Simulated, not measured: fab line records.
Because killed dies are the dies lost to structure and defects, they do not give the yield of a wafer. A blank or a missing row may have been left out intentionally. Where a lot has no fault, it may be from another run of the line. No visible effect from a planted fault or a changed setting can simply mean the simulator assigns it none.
Which of the tools did it?    flow n5 finfet    Sampling: 24 lots, 72 wafers, 2 of 1938 route steps

## WHAT THE GAUGES READ, wafer by wafer
N5_BEOL_M2_OVL_MEAS_12. Usual: for M2_OVL the level is 0.0 nm and the standard deviation is 0.74.
lot   measured      on          M2_OVL (nm)     flag
L074  day 6 19:50   overlay-02  -0.4 1.0 1.0    
L075  day 7 03:43   overlay-01  -0.5 0.1 -0.4   
L077  day 7 05:14   overlay-02  -0.3 0.2 -0.6   
L076  day 7 14:09   overlay-02  1.3 0.0 0.8     
L078  day 7 17:51   overlay-02  0.1 -0.3 0.7    
L079  day 8 04:45   overlay-01  0.3 0.6 0.7     
L080  day 8 17:57   overlay-02  0.0 -0.2 -1.2   
L081  day 9 00:51   overlay-01  -0.4 0.2 0.1    
L082  day 9 03:42   overlay-02  0.1 1.2 0.3     
L083  day 9 10:17   overlay-02  0.6 -0.7 0.8    
L084  day 9 13:00   overlay-02  -0.1 -0.5 -0.8  
L085  day 9 19:05   overlay-01  0.1 -0.9 -0.6   
L086  day 10 00:22  overlay-02  0.8 1.2 0.8     
L087  day 10 01:43  overlay-01  -0.3 1.0 -0.8   
L089  day 10 15:11  overlay-01  -0.2 -0.4 -0.5  
L088  day 10 15:24  overlay-02  1.3 1.7 0.6     
L090  day 10 16:57  overlay-01  0.2 -0.8 -0.2   
L091  day 11 01:56  overlay-01  -0.5 0.4 -0.3   
L092  day 11 07:56  overlay-01  -0.7 0.0 0.4    
L093  day 11 10:26  overlay-01  0.0 -1.6 -1.9   
L094  day 11 20:08  overlay-01  0.3 1.1 0.3     
L095  day 11 21:32  overlay-02  0.1 0.1 -0.4    
L096  day 12 09:47  overlay-01  0.0 0.1 -0.1    
L097  day 12 13:50  overlay-02  1.0 0.8 1.4     

N5_BEOL_M2_OVL_MEAS_29. Usual: for V1_OVL the level is 0.1 nm and the standard deviation is 0.59.
lot   measured      on          V1_OVL (nm)     flag
L074  day 6 20:48   overlay-02  0.0 -0.1 -0.3   
L075  day 7 04:44   overlay-02  1.4 0.6 0.8     
L077  day 7 06:14   overlay-02  0.6 -0.6 0.4    
L076  day 7 15:22   overlay-01  0.4 0.6 0.1     
L078  day 7 18:56   overlay-02  0.0 0.6 -0.6    
L079  day 8 05:39   overlay-02  -0.5 -0.9 0.1   
L080  day 8 18:59   overlay-01  1.0 1.4 0.0     
L081  day 9 01:59   overlay-01  0.9 0.1 -0.3    
L082  day 9 04:48   overlay-02  -0.8 0.1 -0.3   
L083  day 9 11:10   overlay-02  0.7 -0.2 -0.5   
L084  day 9 14:03   overlay-02  0.6 -0.4 0.5    
L085  day 9 20:10   overlay-02  -0.6 -0.8 -0.4  
L086  day 10 01:49  overlay-02  0.2 -0.4 -0.8   
L087  day 10 02:52  overlay-02  0.2 -0.1 0.2    
L089  day 10 16:15  overlay-01  -0.1 0.9 -0.5   
L088  day 10 16:21  overlay-01  -0.4 0.2 -0.3   
L090  day 10 17:49  overlay-02  0.5 1.3 0.7     
L091  day 11 03:12  overlay-01  -0.2 0.1 -0.3   
L092  day 11 08:59  overlay-01  0.7 0.4 0.4     
L093  day 11 11:21  overlay-01  -1.2 -1.1 -1.8  
L094  day 11 21:46  overlay-02  0.6 0.5 0.3     
L095  day 11 22:26  overlay-02  -0.4 -0.4 -0.9  
L096  day 12 10:40  overlay-01  -0.1 0.1 -0.6   
L097  day 12 14:54  overlay-01  0.1 0.7 0.5     

## TOOL THAT RAN EACH LOT (tool first, then ch and the chambers of the sampled wafers, then the start)
The record shows no process step preceding these readings.

## WHAT THE TOOLS THEMSELVES READ (means of the sampled wafers that have a number; where no wafer has one, the mark that the record gives instead)
The record holds no such reading with a usual standard deviation.

## THE ANSWER, worked out from the rows above alone
Rule: a lot is off if the mean of its wafers that have a number lies more than 3 standard deviations from the usual mean. A lot without any number at a reading at which 4 lots or more have one is off too. Where the step has rows for the other lots, those lots are counted as sound. After the gauges, taken in route order, come the tools' own readings; for these a lot's mean is taken, as printed above. The first step at which some lot is off is used, and at that step the reading that is off furthest; a lot without a number counts as furthest.
Nothing can be told from this: no lot is off at any reading shown.

## WHAT HAD BEEN PUT IN BY THE SIMULATOR
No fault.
